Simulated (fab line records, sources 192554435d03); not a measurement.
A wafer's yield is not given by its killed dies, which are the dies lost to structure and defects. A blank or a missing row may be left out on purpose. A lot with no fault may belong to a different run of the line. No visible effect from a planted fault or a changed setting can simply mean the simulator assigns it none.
fab line records | flow n5_finfet
record: lots: 24 wafers: 72 last_day: 19
route steps=1938 shown BEOL_M11@1568 BEOL_M12@1616 BEOL_M13@1660
lots untouched by any fault: they come from a run of this same line in which no faults occurred
start_h: the number of hours between the record's first day and the start of the first shown wafer of the lot | wait_h: hours from the lot's prior step to this one | " same as the row above | L1.1+2: a single row standing in for several wafers | - no value, or no start given | * or withheld: withheld | < > ~ a bound
route shown NAME@n: a module of which the file shows steps, and the number in the route of the first | usual: mean and standard deviation over wafers with no fault | same: alike in all rows | chamber/n: place in a boat | sites: per-site readings | _std_site: their standard deviation | _edge_site: the outer-site mean with the inner-site mean subtracted | radius_mm: how far each site lies from the wafer's centre | mask NAME#n: copy n | behind: tool/chamber where the wafer was last shaped | hold: what put the lot on hold/how long, in hours/how the hold closed | device: names the non-switching transistor (n, p or np) | end of line: at the end of the route, the tests of the same wafers | step lacking rows: just its recipe | killed: at the first sort, the dies lost to defects and structure; wafer yield is something else | map: per-die view of a wafer (x killed, . not killed, _ where there is no die)
set.NAME: the setting the step ran with; set.NAME@STEP: the setting that earlier step ran with | model.NAME: the simulator's own value behind a step, which no gauge read
one table for each step of the route and one row for each wafer, over a sample of lots
services: the hour from which a tool's chamber was out of use, counted from the record's first day as start_h (under 0 if before that day), plus the number of hours and why
== steps ==
step: N5_BEOL_M11_CD_MEAS_28
recipe: target_cd_nm: 70 landing_energy_ev: 500 detector: se_inlens polarity: opening
usual: cd_nm: 69.9/1.2
columns lot.wafer tool chamber start_h wait_h cd_nm
L074.2 cd_sem-01 0 239.16 - 70.0
L074.3 " 0 " " 69.6
L074.5 " 0 " " 69.8
L075.3 cd_sem-03 0 240.85 - 69.7
L075.4 " 0 " " 69.2
L075.6 " 0 " " 68.1
L076.1 cd_sem-02 0 249.50 - 69.1
L076.2 " 0 " " 71.1
L076.6 " 0 " " 70.0
L077.3 cd_sem-01 0 257.23 - 68.0
L077.4 " 0 " " 66.3
L077.5 " 0 " " 68.6
L078.1 cd_sem-01 0 260.58 - 70.7
L078.2 " 0 " " 71.1
L078.4 " 0 " " 69.6
L080.1 cd_sem-03 0 274.94 - 70.0
L080.2 " 0 " " 70.5
L080.6 " 0 " " 68.5
L079.1 cd_sem-02 0 278.21 - 71.1
L079.3 " 0 " " 70.2
L079.6 " 0 " " 68.9
L081.1 cd_sem-03 0 278.38 - 70.3
L081.4 " 0 " " 67.6
L081.6 " 0 " " 68.4
L083.2 cd_sem-01 0 292.67 - 68.9
L083.3 " 0 " " 69.1
L083.4 " 0 " " 68.2
L082.2 cd_sem-03 0 295.11 - 69.8
L082.4 " 0 " " 70.4
L082.5 " 0 " " 72.1
L086.1 cd_sem-03 0 304.72 - 70.2
L086.3 " 0 " " 70.2
L086.5 " 0 " " 71.3
L084.4 cd_sem-03 0 305.05 - 69.1
L084.5 " 0 " " 71.6
L084.6 " 0 " " 69.1
L085.3 cd_sem-03 0 310.02 - 71.7
L085.4 " 0 " " 70.2
L085.5 " 0 " " 70.1
L089.1 cd_sem-02 0 332.43 - 71.4
L089.2 " 0 " " 70.8
L089.6 " 0 " " 70.2
L088.1 cd_sem-03 0 332.72 - 69.5
L088.3 " 0 " " 71.8
L088.4 " 0 " " 71.4
L087.3 cd_sem-01 0 337.18 - 69.0
L087.4 " 0 " " 69.6
L087.6 " 0 " " 69.1
L090.1 cd_sem-01 0 337.34 - 70.2
L090.2 " 0 " " 70.8
L090.4 " 0 " " 71.2
L091.4 cd_sem-03 0 349.60 - 69.4
L091.5 " 0 " " 69.8
L091.6 " 0 " " 70.0
L093.1 cd_sem-02 0 360.52 - 69.7
L093.2 " 0 " " 69.0
L093.5 " 0 " " 69.9
L092.1 cd_sem-02 0 360.70 - 67.6
L092.3 " 0 " " 67.8
L092.4 " 0 " " 68.3
L094.1 cd_sem-01 0 378.26 - 70.5
L094.3 " 0 " " 72.0
L094.5 " 0 " " 72.1
L095.4 cd_sem-02 0 385.81 - 71.2
L095.5 " 0 " " 71.2
L095.6 " 0 " " 69.3
L097.2 cd_sem-01 0 389.88 - 68.6
L097.3 " 0 " " 69.9
L097.5 " 0 " " 72.3
L096.3 cd_sem-03 0 391.87 - 70.7
L096.5 " 0 " " 69.8
L096.6 " 0 " " 68.0
step: N5_BEOL_M11_ETCH_66
recipe: chemistry: N2/H2 target: SOC target_depth_a: 1200 overetch_a: 240 mask_material: SiARC temp_c: 40 time_s: 180 ion_energy_ev: 200 pressure_mtorr: 30 source_w: 840 bias_w: 150 n2_flow_sccm: 200 h2_flow_sccm: 200
usual: bias_w: 149.9/0.5 drypump_motor_current_A: 5.72/0.28 oes_product_au: 0.63/0.058 rf_fwd_power_W: 837.0/2.8 rf_vpp_V: 523.3/2.8 showerhead_plenum_p_Torr: 2.52/0.1 throttle_valve_pct: 17.88/0.21
columns lot.wafer tool chamber start_h wait_h bias_w drypump_motor_current_A oes_product_au rf_fwd_power_W rf_hours_counter_h rf_vpp_V showerhead_plenum_p_Torr throttle_valve_pct
L074.2 rie_diel-06 1 239.96 0.0 149.4 5.66 0.60 838.4 185 521.9 2.44 17.99
L074.3 " 0 " " 149.7 5.57 0.70 838.9 55 522.6 2.47 17.67
L074.5 " 3 " " 149.9 5.88 0.61 835.7 - 520.6 2.42 17.66
L075.3 rie_diel-05 0 241.02 0.0 150.7 5.50 0.73 839.7 34 525.9 2.61 18.11
L075.4 " 2 " " 149.8 5.33 0.58 842.7 212 523.0 2.48 17.68
L075.6 " 0 " " 150.2 5.50 0.73 839.6 - 524.1 2.61 18.12
L076.1 rie_diel-06 3 249.67 0.0 150.4 5.86 0.61 835.8 155 521.7 2.42 17.68
L076.2 " 1 " " 149.9 5.66 0.60 835.6 188 520.6 2.44 17.99
L076.6 " 1 " " 150.4 5.65 0.59 838.7 - 521.5 2.44 17.98
L077.3 rie_diel-05 0 257.42 0.0 149.7 5.51 0.73 836.6 37 524.1 2.61 18.15
L077.4 " 3 " " 149.4 5.98 0.65 832.8 89 523.6 2.59 18.17
L077.5 " 1 " " 150.6 5.77 0.59 835.3 - 526.3 2.64 17.79
L078.1 rie_diel-06 1 260.77 0.0 148.7 5.65 0.59 837.2 193 519.8 2.44 18.01
L078.2 " 2 " " 149.6 5.35 0.75 838.1 13 527.3 2.74 17.86
L078.4 " 0 " " 150.8 5.57 0.69 844.5 63 522.6 2.47 17.69
L080.1 rie_diel-05 0 275.98 0.0 149.4 5.49 0.72 836.9 43 524.9 2.60 18.14
L080.2 " 3 " " 149.9 6.00 0.65 837.2 94 523.6 2.59 18.18
L080.6 " 2 " " 150.0 5.34 0.57 844.3 - 524.6 2.48 17.68
L079.1 rie_diel-05 1 278.39 0.0 149.6 5.78 0.59 838.9 190 525.4 2.64 17.81
L079.3 " 3 " " 150.2 6.01 0.65 839.3 94 525.5 2.59 18.19
L079.6 " 3 " " 149.8 5.97 0.64 835.9 - 524.9 2.59 18.17
L081.1 rie_diel-06 0 278.56 0.0 149.1 5.55 0.68 838.7 68 523.5 2.47 17.69
L081.4 " 1 " " 149.1 5.65 0.60 835.5 199 521.3 2.43 18.01
L081.6 " 3 " " 150.3 5.88 0.61 840.8 - 521.3 2.42 17.68
L083.2 rie_diel-06 2 293.07 0.0 150.3 5.36 0.73 836.7 23 529.1 2.74 17.87
L083.3 " 0 " " 149.2 5.56 0.67 833.1 72 522.6 2.47 17.70
L083.4 " 1 " " 151.0 5.65 0.59 835.1 204 520.5 2.43 18.03
L082.2 rie_diel-06 1 295.29 0.0 149.5 5.66 0.59 835.9 205 521.2 2.43 18.03
L082.4 " 2 " " 150.2 5.35 0.73 840.1 24 529.0 2.74 17.89
L082.5 " 1 " " 149.5 5.65 0.59 832.2 - 521.7 2.43 18.02
L086.1 rie_diel-03 1 304.89 0.0 150.0 5.98 0.60 840.3 180 523.5 2.54 18.01
L086.3 " 3 " " 150.5 5.72 0.59 834.2 207 519.9 2.43 18.16
L086.5 " 1 " " 150.1 5.97 0.60 835.3 - 524.4 2.54 18.01
L084.4 rie_diel-05 2 305.22 0.0 149.5 5.33 0.57 836.9 229 523.4 2.48 17.70
L084.5 " 3 " " 150.1 5.98 0.64 837.0 - 525.3 2.59 18.19
L084.6 " 2 " " 149.8 5.34 0.57 836.8 - 521.7 2.48 17.69
L085.3 rie_diel-06 0 310.48 0.0 149.6 5.57 0.66 839.7 77 520.9 2.46 17.71
L085.4 " 2 " " 150.7 5.34 0.72 837.8 28 527.1 2.73 17.90
L085.5 " 3 " " 149.3 5.87 0.60 833.8 - 520.7 2.41 17.72
L089.1 rie_diel-03 3 332.61 0.0 150.1 5.70 0.59 837.6 216 519.1 2.42 18.18
L089.2 " 2 " " 149.5 6.03 0.53 838.8 249 518.6 2.40 17.83
L089.6 " 1 " " 150.4 5.92 0.59 839.6 - 524.1 2.54 18.02
L088.1 rie_diel-06 3 332.90 0.0 149.7 5.87 0.59 839.4 180 520.8 2.41 17.74
L088.3 " 1 " " 149.7 5.68 0.58 836.1 215 519.5 2.43 18.03
L088.4 " 0 " " 149.8 5.57 0.66 832.2 83 522.9 2.46 17.73
L087.3 rie_diel-03 0 337.35 0.0 150.0 6.39 0.68 838.8 60 523.1 2.46 17.65
L087.4 " 1 " " 149.3 5.97 0.59 835.6 - 522.7 2.54 18.03
L087.6 " 3 " " 150.2 5.70 0.59 833.3 - 520.5 2.42 18.19
L090.1 rie_diel-05 0 337.73 0.0 150.3 5.51 0.70 843.0 60 524.6 2.60 18.20
L090.2 " 2 " " 150.7 5.33 0.56 838.7 238 521.0 2.47 17.72
L090.4 " 1 " " 150.8 5.79 0.58 834.2 206 527.8 2.63 17.84
L091.4 rie_diel-03 3 349.83 0.1 149.9 5.74 0.59 836.5 - 520.4 2.42 18.19
L091.5 " 0 " " 149.7 6.44 0.67 836.2 - 522.1 2.46 17.63
L091.6 " 1 " " 149.7 5.99 0.59 836.5 - 524.6 2.54 18.05
L093.1 rie_diel-03 2 361.30 0.0 149.5 6.05 0.80 832.5 2 529.2 2.72 17.30
L093.2 " 3 " " 148.9 5.71 0.58 838.1 227 520.2 2.42 18.18
L093.5 " 2 " " 149.6 6.10 0.81 839.5 - 528.4 2.72 17.32
L092.1 rie_diel-05 2 361.57 0.0 148.9 5.32 0.56 843.2 246 523.1 2.47 17.72
L092.3 " 0 " " 150.7 5.50 0.69 836.6 66 526.6 2.59 18.19
L092.4 " 1 " " 149.5 5.78 0.58 836.3 211 525.1 2.63 17.85
L094.1 rie_diel-06 1 378.48 0.0 149.6 5.63 0.58 837.2 228 520.1 2.42 18.06
L094.3 " 3 " " 150.1 5.87 0.60 835.1 191 519.7 2.40 17.73
L094.5 " 2 " " 149.1 5.36 0.70 836.3 - 527.2 2.73 17.90
L095.4 rie_diel-06 0 385.98 0.0 149.4 5.58 0.65 836.3 97 522.7 2.46 17.74
L095.5 " 2 " " 149.4 5.36 0.70 836.4 - 529.2 2.73 17.93
L095.6 " 3 " " 149.8 5.87 0.59 843.3 - 520.5 2.40 17.73
L097.2 rie_diel-06 2 390.05 0.0 149.8 5.35 0.70 832.7 50 528.9 2.73 17.90
L097.3 " 3 " " 149.8 5.86 0.58 830.7 194 520.9 2.40 17.74
L097.5 " 0 " " 150.4 5.56 0.66 837.3 - 522.0 2.45 17.74
L096.3 rie_diel-05 3 392.10 0.0 149.9 5.96 0.62 841.1 127 522.2 2.57 18.26
L096.5 " 1 " " 150.9 5.77 0.57 839.4 - 528.0 2.62 17.87
L096.6 " 0 " " 149.1 5.50 0.68 839.3 - 524.8 2.59 18.19
step: N5_BEOL_M11_ALD_74
recipe: material: TaN target_thk_a: 20 temp_c: 275 ald_precursor_family: PDMAT ald_co_reactant: NH3 pressure_torr: 3 carrier_flow_sccm: 1500 pulse_time_s: 2 purge_time_s: 3 co_reactant_purge_time_s: 2 co_reactant_pulse_time_s: 3 ald_cycles: 40 precursor_vessel_temp_c: 75 precursor_vessel_pressure_torr: 26.25 precursor_vessel_carrier_sccm: 1000
usual: heater_power_w: 427/60 susceptor_temp_C: 275.01/0.2
columns lot.wafer tool chamber start_h wait_h heater_power_w susceptor_temp_C
L074.2 ald_metal-03 2 241.95 0.0 368 274.91
L074.3 " 0 " " 432 275.05
L074.5 " 1 " " 400 275.12
L075.3 ald_metal-04 1 242.13 0.0 461 275.36
L075.4 " 3 " " 351 275.05
L075.6 " 1 " " 451 275.09
L076.1 ald_metal-01 2 250.86 0.0 424 275.34
L076.2 " 0 " " 398 275.29
L076.6 " 1 " " 360 274.83
L077.3 ald_metal-01 2 258.81 0.3 419 275.11
L077.4 " 1 " " 361 274.68
L077.5 " 1 " " 363 274.70
L078.1 ald_metal-01 3 262.08 0.1 560 275.02
L078.2 " 1 " " 360 275.07
L078.4 " 0 " " 389 274.97
L080.1 ald_metal-01 2 278.77 0.1 419 274.78
L080.2 " 1 " " 363 274.93
L080.6 " 0 " " 378 275.09
L079.1 ald_metal-03 1 279.53 0.1 398 275.27
L079.3 " 0 " " 431 274.84
L079.6 " 2 " " 372 274.85
L081.1 ald_metal-04 1 280.07 0.0 459 275.24
L081.4 " 2 " " 499 275.03
L081.6 " 3 " " 348 274.95
L083.2 ald_metal-04 0 294.45 0.1 460 274.96
L083.3 " 2 " " 503 275.14
L083.4 " 3 " " 343 275.06
L082.2 ald_metal-03 2 298.10 0.0 366 275.09
L082.4 " 1 " " 398 274.97
L082.5 " 1 " " 414 275.22
L086.1 ald_metal-01 2 306.11 0.0 428 275.36
L086.3 " 0 " " 388 274.75
L086.5 " 1 " " 356 275.07
L084.4 ald_metal-04 3 306.35 0.0 352 274.91
L084.5 " 0 " " 452 275.07
L084.6 " 1 " " 463 275.11
L085.3 ald_metal-04 2 313.02 0.0 525 274.88
L085.4 " 0 " " 453 274.63
L085.5 " 0 " " 459 274.64
L089.1 ald_metal-01 1 333.80 0.0 363 274.92
L089.2 " 0 " " 380 274.54
L089.6 " 0 " " 387 274.97
L088.1 ald_metal-03 1 334.13 0.0 410 275.10
L088.3 " 3 " " 442 275.05
L088.4 " 0 " " 423 274.94
L087.3 ald_metal-01 2 338.68 0.1 412 274.71
L087.4 " 3 " " 549 274.99
L087.6 " 1 " " 370 275.26
L090.1 ald_metal-01 2 339.99 0.1 415 275.31
L090.2 " 0 " " 387 275.06
L090.4 " 1 " " 350 274.79
L091.4 ald_metal-04 2 351.15 0.1 512 274.89
L091.5 " 3 " " 353 275.10
L091.6 " 0 " " 452 275.24
L093.1 ald_metal-04 0 362.72 0.0 456 274.89
L093.2 " 3 " " 347 275.32
L093.5 " 0 " " 451 275.01
L092.1 ald_metal-04 3 363.75 0.3 344 274.63
L092.3 " 0 " " 443 275.34
L092.4 " 2 " " 521 274.89
L094.1 ald_metal-01 0 379.83 0.3 381 274.47
L094.3 " 2 " " 427 275.29
L094.5 " 1 " " 364 275.21
L095.4 ald_metal-04 2 387.23 0.0 498 275.20
L095.5 " 0 " " 458 274.86
L095.6 " 3 " " 346 275.02
L097.2 ald_metal-01 0 391.44 0.1 387 274.90
L097.3 " 3 " " 559 274.91
L097.5 " 3 " " 549 275.34
L096.3 ald_metal-03 1 393.30 0.0 399 275.02
L096.5 " 3 " " 447 274.97
L096.6 " 0 " " 418 274.71
step: N5_BEOL_M12_ETCH_59
recipe: chemistry: N2/H2 target: BARC target_depth_a: 890 overetch_a: 267 time_s: 67.9 ion_energy_ev: 200 pressure_mtorr: 30 source_w: 840 bias_w: 150 n2_flow_sccm: 200 h2_flow_sccm: 200
usual: bias_w: 150.0/0.46 drypump_motor_current_A: 5.6/0.39 oes_product_au: 0.65/0.043 rf_fwd_power_W: 832/3.5 rf_vpp_V: 523.0/2.4 showerhead_plenum_p_Torr: 2.51/0.097 throttle_valve_pct: 17.93/0.22
columns lot.wafer tool chamber start_h wait_h bias_w drypump_motor_current_A oes_product_au rf_fwd_power_W rf_hours_counter_h rf_vpp_V showerhead_plenum_p_Torr throttle_valve_pct
L074.2 rie_diel-01 0 244.33 0.0 150.3 6.2 0.63 837 148 520.9 2.41 17.88
L074.3 " 3 " " 150.0 5.4 0.64 829 152 521.5 2.46 18.20
L074.5 " 3 " " 150.8 5.4 0.64 829 - 521.5 2.46 18.21
L075.3 rie_diel-04 2 244.68 0.0 149.7 4.7 0.74 833 42 524.5 2.62 18.17
L075.4 " 3 " " 150.4 5.7 0.60 833 - 526.2 2.61 18.00
L075.6 " 2 " " 151.1 4.7 0.73 835 - 525.6 2.62 18.17
L076.1 rie_diel-01 2 253.09 0.0 149.9 5.6 0.67 837 115 523.3 2.56 17.75
L076.2 " 3 " " 149.4 5.4 0.64 826 156 521.6 2.45 18.20
L076.6 " 1 " " 150.2 5.8 0.67 834 - 520.6 2.43 17.53
L077.3 rie_diel-01 2 263.04 0.0 150.4 5.6 0.66 836 119 522.9 2.56 17.75
L077.4 " 1 " " 149.7 5.8 0.67 831 125 520.7 2.42 17.53
L077.5 " 0 " " 149.3 6.2 0.62 838 - 520.7 2.41 17.90
L078.1 rie_diel-02 1 265.30 0.0 149.6 5.2 0.63 834 156 522.9 2.54 17.96
L078.2 " 3 " " 149.9 4.9 0.69 832 78 524.3 2.61 18.11
L078.4 " 2 " " 150.9 5.8 0.65 830 131 527.4 2.68 18.06
L080.1 rie_diel-01 1 281.16 0.0 150.1 5.8 0.65 832 132 520.0 2.42 17.54
L080.2 " 2 " " 149.6 5.7 0.65 839 125 524.1 2.55 17.76
L080.6 " 3 " " 150.0 5.4 0.62 828 - 521.0 2.45 18.24
L079.1 rie_diel-01 0 281.91 0.0 149.6 6.2 0.63 838 163 520.8 2.41 17.89
L079.3 " 2 " " 149.5 5.6 0.65 834 125 523.6 2.55 17.77
L079.6 " 2 " " 150.0 5.6 0.65 837 - 524.0 2.55 17.77
L081.1 rie_diel-04 3 282.93 0.0 150.2 5.7 0.60 836 237 525.5 2.61 18.01
L081.4 " 2 " " 150.6 4.7 0.71 831 57 523.4 2.61 18.20
L081.6 " 1 " " 150.4 5.8 0.66 827 - 523.1 2.54 17.81
L083.2 rie_diel-02 2 297.44 0.0 150.2 5.8 0.64 830 143 525.7 2.68 18.07
L083.3 " 3 " " 150.3 4.9 0.68 833 89 524.5 2.60 18.10
L083.4 " 0 " " 149.7 6.1 0.64 834 163 520.4 2.41 17.92
L082.2 rie_diel-01 2 300.43 0.0 150.3 5.6 0.64 835 132 524.0 2.55 17.78
L082.4 " 1 " " 150.3 5.8 0.65 830 139 520.9 2.42 17.54
L082.5 " 2 " " 150.7 5.6 0.65 832 - 523.8 2.55 17.79
L086.1 rie_diel-02 3 308.36 0.0 150.4 4.9 0.68 824 93 524.8 2.60 18.13
L086.3 " 1 " " 149.9 5.2 0.61 827 171 522.9 2.53 17.99
L086.5 " 1 " " 150.2 5.2 0.61 831 - 524.2 2.53 17.99
L084.4 rie_diel-02 1 308.63 0.0 149.9 5.2 0.61 827 171 523.8 2.53 17.97
L084.5 " 1 " " 149.9 5.2 0.62 829 - 524.2 2.53 17.96
L084.6 " 2 " " 149.7 5.8 0.64 832 - 527.8 2.67 18.10
L085.3 rie_diel-01 1 315.24 0.0 149.5 5.8 0.65 832 143 520.6 2.42 17.56
L085.4 " 2 " " 150.2 5.6 0.65 835 137 524.2 2.55 17.79
L085.5 " 0 " " 150.0 6.2 0.61 836 - 521.2 2.40 17.93
L089.1 rie_diel-01 3 337.84 0.0 149.4 5.4 0.61 827 184 520.8 2.44 18.27
L089.2 " 0 " " 150.1 6.2 0.61 836 180 521.1 2.40 17.94
L089.6 " 1 " " 149.8 5.8 0.65 828 - 521.2 2.41 17.57
L088.1 rie_diel-01 0 338.54 0.0 149.4 6.2 0.61 837 181 520.7 2.40 17.94
L088.3 " 3 " " 150.4 5.4 0.61 829 184 520.8 2.44 18.26
L088.4 " 2 " " 151.0 5.6 0.65 837 143 523.9 2.55 17.81
L087.3 rie_diel-04 1 342.36 0.0 149.3 5.8 0.64 836 172 525.1 2.54 17.85
L087.4 " 2 " " 149.9 4.7 0.69 833 82 523.8 2.60 18.24
L087.6 " 1 " " 149.4 5.8 0.64 834 - 523.3 2.54 17.82
L090.1 rie_diel-01 1 343.32 0.0 149.5 5.8 0.64 835 151 523.0 2.41 17.57
L090.2 " 2 " " 149.5 5.6 0.64 836 145 523.0 2.55 17.79
L090.4 " 0 " " 149.2 6.2 0.62 837 182 521.1 2.40 17.94
L091.4 rie_diel-01 3 356.52 0.0 150.5 5.5 0.60 826 191 521.9 2.44 18.27
L091.5 " 3 " " 150.6 5.4 0.61 829 - 521.0 2.44 18.26
L091.6 " 2 " " 150.8 5.6 0.63 836 - 523.6 2.54 17.82
L093.1 rie_diel-04 2 367.85 0.0 149.3 4.8 0.69 827 90 525.0 2.60 18.25
L093.2 " 3 " " 149.7 5.6 0.79 836 12 524.9 2.60 17.70
L093.5 " 1 " " 149.7 5.8 0.64 830 - 522.8 2.53 17.85
L092.1 rie_diel-04 0 368.39 0.0 150.5 5.5 0.72 828 58 528.5 2.71 17.81
L092.3 " 2 " " 149.7 4.7 0.68 830 90 524.1 2.60 18.25
L092.4 " 3 " " 150.0 5.7 0.78 836 12 527.7 2.60 17.71
L094.1 rie_diel-01 1 386.92 0.0 150.5 5.8 0.62 831 167 521.7 2.41 17.59
L094.3 " 0 " " 149.5 6.2 0.61 833 198 520.4 2.39 17.96
L094.5 " 3 " " 150.4 5.5 0.60 828 - 520.5 2.44 18.30
L095.4 rie_diel-02 3 389.38 0.0 149.9 4.9 0.67 829 115 524.7 2.59 18.18
L095.5 " 0 " " 150.4 6.1 0.63 835 - 520.3 2.40 17.98
L095.6 " 1 " " 149.3 5.2 0.60 830 - 524.4 2.52 18.04
L097.2 rie_diel-02 1 393.58 0.0 149.4 5.2 0.60 831 202 523.5 2.52 18.03
L097.3 " 3 " " 149.9 4.9 0.66 832 117 524.6 2.59 18.17
L097.5 " 0 " " 149.4 6.1 0.62 830 - 521.1 2.40 17.98
L096.3 rie_diel-01 1 395.80 0.0 149.3 5.8 0.63 832 172 520.3 2.40 17.59
L096.5 " 3 " " 149.9 5.5 0.60 829 - 519.9 2.43 18.28
L096.6 " 0 " " 150.0 6.2 0.60 834 - 519.2 2.39 17.97
step: N5_BEOL_M12_ANNEAL_48
recipe: temp_c: 225 time_s: 90 ambient: N2
usual: wafer_temp_C_max: 225.85/0.22
columns lot.wafer tool chamber start_h wait_h wafer_temp_C_max
L074.2 rtp_anneal-01 0 248.54 0.3 225.78
L074.3 " 0 " " 226.25
L074.5 " 0 " " 225.65
L075.3 rtp_anneal-02 0 251.14 0.2 225.78
L075.4 " 0 " " 226.07
L075.6 " 0 " " 225.62
L076.1 rtp_anneal-01 0 258.21 0.3 225.47
L076.2 " 0 " " 225.28
L076.6 " 0 " " 225.32
L078.1 rtp_anneal-01 0 269.41 0.1 225.78
L078.2 " 0 " " 225.59
L078.4 " 0 " " 225.66
L077.3 rtp_anneal-02 0 269.41 0.2 226.00
L077.4 " 0 " " 225.87
L077.5 " 0 " " 226.13
L080.1 rtp_anneal-02 0 286.97 0.4 226.01
L080.2 " 0 " " 225.76
L080.6 " 0 " " 225.96
L079.1 rtp_anneal-02 0 287.78 0.9 226.00
L079.3 " 0 " " 226.25
L079.6 " 0 " " 226.20
L081.1 rtp_anneal-01 0 287.92 0.9 226.18
L081.4 " 0 " " 225.86
L081.6 " 0 " " 225.81
L083.2 rtp_anneal-01 0 305.07 0.2 225.60
L083.3 " 0 " " 225.39
L083.4 " 0 " " 225.65
L082.2 rtp_anneal-01 0 306.87 0.6 225.89
L082.4 " 0 " " 225.80
L082.5 " 0 " " 225.72
L086.1 rtp_anneal-02 0 311.39 0.4 225.85
L086.3 " 0 " " 226.11
L086.5 " 0 " " 225.78
L084.4 rtp_anneal-02 0 311.79 0.6 225.54
L084.5 " 0 " " 225.94
L084.6 " 0 " " 225.89
L085.3 rtp_anneal-02 0 322.14 2.5 225.63
L085.4 " 0 " " 226.00
L085.5 " 0 " " 226.05
L089.1 rtp_anneal-02 0 343.05 1.2 225.98
L089.2 " 0 " " 225.53
L089.6 " 0 " " 226.26
L088.1 rtp_anneal-02 0 343.32 1.2 226.30
L088.3 " 0 " " 226.07
L088.4 " 0 " " 225.79
L087.3 rtp_anneal-02 0 348.96 0.5 225.81
L087.4 " 0 " " 225.83
L087.6 " 0 " " 225.62
L090.1 rtp_anneal-02 0 349.14 0.3 225.77
L090.2 " 0 " " 225.81
L090.4 " 0 " " 225.84
L091.4 rtp_anneal-02 0 362.30 2.4 225.62
L091.5 " 0 " " 225.90
L091.6 " 0 " " 225.59
L093.1 rtp_anneal-02 0 375.21 4.8 226.03
L093.2 " 0 " " 226.07
L093.5 " 0 " " 225.94
L092.1 rtp_anneal-02 0 379.38 3.4 225.75
L092.3 " 0 " " 225.67
L092.4 " 0 " " 225.96
L094.1 rtp_anneal-01 0 391.46 0.1 225.80
L094.3 " 0 " " 225.93
L094.5 " 0 " " 225.73
L095.4 rtp_anneal-02 0 394.27 0.6 225.99
L095.5 " 0 " " 225.63
L095.6 " 0 " " 225.83
L097.2 rtp_anneal-02 0 399.46 0.3 225.74
L097.3 " 0 " " 226.14
L097.5 " 0 " " 225.72
L096.3 rtp_anneal-01 0 399.97 0.4 225.45
L096.5 " 0 " " 225.84
L096.6 " 0 " " 225.80
step: N5_BEOL_M13_THK_MEAS_01
recipe: reads: SiOC_of_BEOL_M13_ILD_DEP_00
usual: M13_ILD_THK: 840/10
columns lot.wafer tool chamber start_h wait_h M13_ILD_THK[nm]
L074.2 film_metro-02 - 249.44 0.1 833
L074.3 " - " " 827
L074.5 " - " " 864
L075.3 film_metro-02 - 252.00 0.1 845
L075.4 " - " " 854
L075.6 " - " " 841
L076.1 film_metro-01 - 259.14 0.1 833
L076.2 " - " " 828
L076.6 " - " " 845
L077.3 film_metro-02 - 270.25 0.1 818
L077.4 " - " " 830
L077.5 " - " " 844
L078.1 film_metro-01 - 270.34 0.1 834
L078.2 " - " " 842
L078.4 " - " " 848
L080.1 film_metro-02 - 287.90 0.1 828
L080.2 " - " " 827
L080.6 " - " " 847
L079.1 film_metro-01 - 288.71 0.1 824
L079.3 " - " " 843
L079.6 " - " " 853
L081.1 film_metro-02 - 288.85 0.1 837
L081.4 " - " " 848
L081.6 " - " " 842
L083.2 film_metro-02 - 305.95 0.1 827
L083.3 " - " " 824
L083.4 " - " " 843
L082.2 film_metro-02 - 307.76 0.1 830
L082.4 " - " " 838
L082.5 " - " " 838
L086.1 film_metro-01 - 312.32 0.1 833
L086.3 " - " " 840
L086.5 " - " " 841
L084.4 film_metro-02 - 312.59 0.0 859
L084.5 " - " " 841
L084.6 " - " " 844
L085.3 film_metro-02 - 323.00 0.1 847
L085.4 " - " " 843
L085.5 " - " " 864
L089.1 film_metro-01 - 343.98 0.1 852
L089.2 " - " " 841
L089.6 " - " " 857
L088.1 film_metro-02 - 344.25 0.1 835
L088.3 " - " " 849
L088.4 " - " " 858
L087.3 film_metro-02 - 349.80 0.1 840
L087.4 " - " " 833
L087.6 " - " " 841
L090.1 film_metro-02 - 350.07 0.1 826
L090.2 " - " " 819
L090.4 " - " " 834
L091.4 film_metro-01 - 363.10 0.0 845
L091.5 " - " " 840
L091.6 " - " " 847
L093.1 film_metro-01 - 376.16 0.1 841
L093.2 " - " " 835
L093.5 " - " " 836
L092.1 film_metro-01 - 380.31 0.1 828
L092.3 " - " " 835
L092.4 " - " " 842
L094.1 film_metro-02 - 392.46 0.2 834
L094.3 " - " " 848
L094.5 " - " " 848
L095.4 film_metro-02 - 395.07 0.0 862
L095.5 " - " " 863
L095.6 " - " " 858
L097.2 film_metro-02 - 400.63 0.2 830
L097.3 " - " " 851
L097.5 " - " " 854
L096.3 film_metro-02 - 400.83 0.1 826
L096.5 " - " " 855
L096.6 " - " " 853
== services ==
columns tool chamber start_h hours kind
rie_diel-06 - 216.83 4.3 pm
rie_diel-04 1 218.53 47.5 repair
rie_diel-05 3 228.51 2.4 repair
rie_diel-06 2 235.86 5.7 repair
rie_diel-05 - 249.68 4.3 pm
rie_diel-02 2 251.79 2.0 repair
rie_diel-02 0 254.07 3.1 repair
rtp_anneal-02 - 257.23 5.3 pm
ald_metal-01 - 273.22 0.2 repair
ald_metal-03 2 283.38 11.2 repair
ald_metal-01 - 283.58 2.8 pm
rie_diel-05 - 290.91 0.9 repair
rie_diel-04 1 304.65 10.7 repair
ald_metal-04 - 313.28 6.0 pm
rtp_anneal-01 - 313.72 70.9 pm
rie_diel-02 - 322.87 0.1 repair
rie_diel-04 - 344.56 3.4 repair
rie_diel-05 1 356.64 3.1 repair
rie_diel-02 3 357.61 11.6 repair
rie_diel-04 0 361.76 5.4 repair
ald_metal-01 2 364.02 10.9 repair
rie_diel-04 2 370.83 6.1 repair
rie_diel-03 2 373.12 2.4 repair
rie_diel-05 - 387.68 1.8 repair
== key ==
fault none
